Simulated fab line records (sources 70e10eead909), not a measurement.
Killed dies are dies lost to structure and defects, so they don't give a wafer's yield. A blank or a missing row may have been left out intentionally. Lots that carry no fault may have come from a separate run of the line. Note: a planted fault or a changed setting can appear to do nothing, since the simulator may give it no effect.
Problem report, 8D (eight disciplines) form, completed by code -- flow nandHarc -- the parts of the form that need people (team, actions taken, sign-off) are left out

1. WHAT WENT WRONG
At NHARC_P_M0_CD_MEAS_09, cdNm averages 96.8 nm over 6 wafers from 2 lots, while fault-free wafers read 90.2 nm, standard deviation 0.49. Relative to the usual mean, that is a shift of +14 standard deviations.
The step: target cd 90 nm.
First observed at day 8 01:58: wafer L668.1, on cdSem-01. Wafers with a number at this step in the record: 33, from 11 lots. By rule, "out" or "out of limits" means more than 4 standard deviations away from the usual mean. The other wafers with a number count as sound.

2. WHAT IT IS, WHAT IT ISN'T
question,is,is not
which readings at this step,cdNm,-
which lots,"L666, L668","L659, L660, L662, L663, L675, L677, L678, L679, L682"
which wafers of those lots,all that have a number,-
read on which gauges,cdSem-01,"cdSem-02, cdSem-03"
when,from day 8 01:58,"up to then (12 sound wafers); but 15 sound wafers of L675, L677, L678, L679, L682 came after"

3. WHAT RULES OUT EACH SUSPECT
Counting: a tool at a process step up to the reading stays a suspect if it ran every lot that is out and no sound lot after the first of them.
- the gauge at NHARC_P_M0_CD_MEAS_09: ruled out. All the wafers that are out were read on cdSem-01, but those of them that NHARC_P_M0_EXPOSE_06 has rows for are out there too, on other tools.
- rieDiel-12 at NHARC_P_CONTACT_STRIP_28 (strips in O2): ruled out as a lasting fault. The sound lots L677, L678, L679 went through it after L668, its earliest lot that is out (day 7 23:02).
- arfiScanner-02 at NHARC_P_M0_EXPOSE_06 (exposes mask P M0, target cd 90 nm): kept. All lots that are out passed through it, beginning with L668 at day 8 01:49, and no sound lot followed; its final sound lot before that point was L663 at day 7 01:05. Its own exposureDoseMJCm2 readings are out on those wafers.
Remaining after the count: arfiScanner-02 at NHARC_P_M0_EXPOSE_06.

4. THE CAUSE (what the simulator had put in)
Process parameters drifting: arfiScanner-02 at NHARC_P_M0_EXPOSE_06, beginning at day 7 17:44. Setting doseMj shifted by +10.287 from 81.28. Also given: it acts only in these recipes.
Only this tool survived the counting.

5. SEQUENCE OF EFFECTS, ordered by route
Rows list readings where the struck wafers' mean (over those with a number) sits beyond 3 standard deviations from the usual. Only readings for which the record gives a usual standard deviation are gone through. hours: the time from each lot's start at the first step in this table that gives one to its start at this step, as a median over the lots. sigmas: the change in usual standard deviations.
hours,step,reading,usual,on struck wafers,change,sigmas
0,NHARC_P_M0_EXPOSE_06,exposureDoseMJCm2,81.28,90.54,+9.26,+99 or more
0,NHARC_P_M0_CD_MEAS_09,cdNm,90.2 nm,96.8,+6.6,+14
It contains these process steps:
- NHARC_P_M0_EXPOSE_06: exposes mask P M0, target cd 90 nm.
At these later measuring or inspecting steps, every struck wafer for which the step has a row has a number for every such reading, and none has moved that far: NHARC_P_M0_OVL_MEAS_10, NHARC_END_SORT_01.

6. HOW IT WOULD HAVE BEEN CAUGHT EARLIER
Counted from the fault's start at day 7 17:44, it took 8 hours until the first out-of-limits reading at a measuring or inspecting step in this record, taken at day 8 01:58.
The tool's own readings at NHARC_P_M0_EXPOSE_06 were out on every struck wafer that the step has a row for (exposureDoseMJCm2): an alarm limit on them would have fired on the first of those.
Among the 2 lots that are out, L666 began NHARC_P_M0_EXPOSE_06 on arfiScanner-02 after day 8 01:58. It would have been spared by a hold on the tool at that moment.
